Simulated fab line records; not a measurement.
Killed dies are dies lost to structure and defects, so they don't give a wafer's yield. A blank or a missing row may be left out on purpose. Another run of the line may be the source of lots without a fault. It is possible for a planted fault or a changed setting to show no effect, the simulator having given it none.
Matching of chambers + flow nand_harc + 4 sister chambers for NHARC_A_WL_FILL_ALD_00 on ald_hk-04
The step deposits Al2O3, target thk 3 nm, pulse time 3 s, ald cycles 30. 8 wafers are shown with their chamber, then 7 later ones without.

== WAFERS PAIRED WITH THEIR CHAMBERS ==
| wafer  | chamber | heater_power_outer_w (W) | heater_power_w (W) |
|--------|---------|--------------------------|--------------------|
| L574.1 | 3       | 257                      | 436                |
| L576.3 | 1       | 243                      | 438                |
| L576.6 | 3       | 250                      | 442                |
| L583.2 | 2       | 255                      | 465                |
| L583.4 | 0       | 208                      | 375                |
| L583.5 | 0       | 206                      | 381                |
| L581.3 | 1       | 241                      | 460                |
| L581.4 | 2       | 263                      | 461                |

== WAFERS WHOSE CHAMBER IS MISSING ==
| wafer  | heater_power_outer_w (W) | heater_power_w (W) |
|--------|--------------------------|--------------------|
| L581.6 | 264                      | 440                |
| L588.2 | 242                      | 446                |
| L588.3 | 204                      | 368                |
| L588.5 | 255                      | 442                |
| L585.4 | 204                      | 373                |
| L585.5 | 208                      | 382                |
| L585.6 | 248                      | 449                |

== THE CHAMBER EACH PASSED THROUGH ==
| wafer  | from the rows above          | in truth |
|--------|------------------------------|----------|
| L581.6 | can't be placed: 3 or 2      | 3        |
| L588.2 | 1                            | 1        |
| L588.3 | 0                            | 0        |
| L588.5 | 3                            | 3        |
| L585.4 | 0                            | 0        |
| L585.5 | 0                            | 0        |
| L585.6 | can't be placed: 1 or 3 or 2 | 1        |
Placed correctly: 5 of 7. Unplaceable from these rows: 2, with the true chamber sitting among the candidates in 2. Number placed wrongly: 0.
How it was worked out, from the rows above alone: a wafer's distance from a chamber is the root of the sum, over the readings, of the square of ((its reading less the chamber's mean) divided by the reading's scatter). If the next closest chamber is less than 2 further off than the closest, the wafer can't be placed; otherwise it belongs to the closest. For every chamber, the mean is computed from those of its wafers that are shown. The scatter: take each reading less its chamber's mean, square it, sum over the shown wafers, divide by the number of wafers less the number of chambers, and take the root.
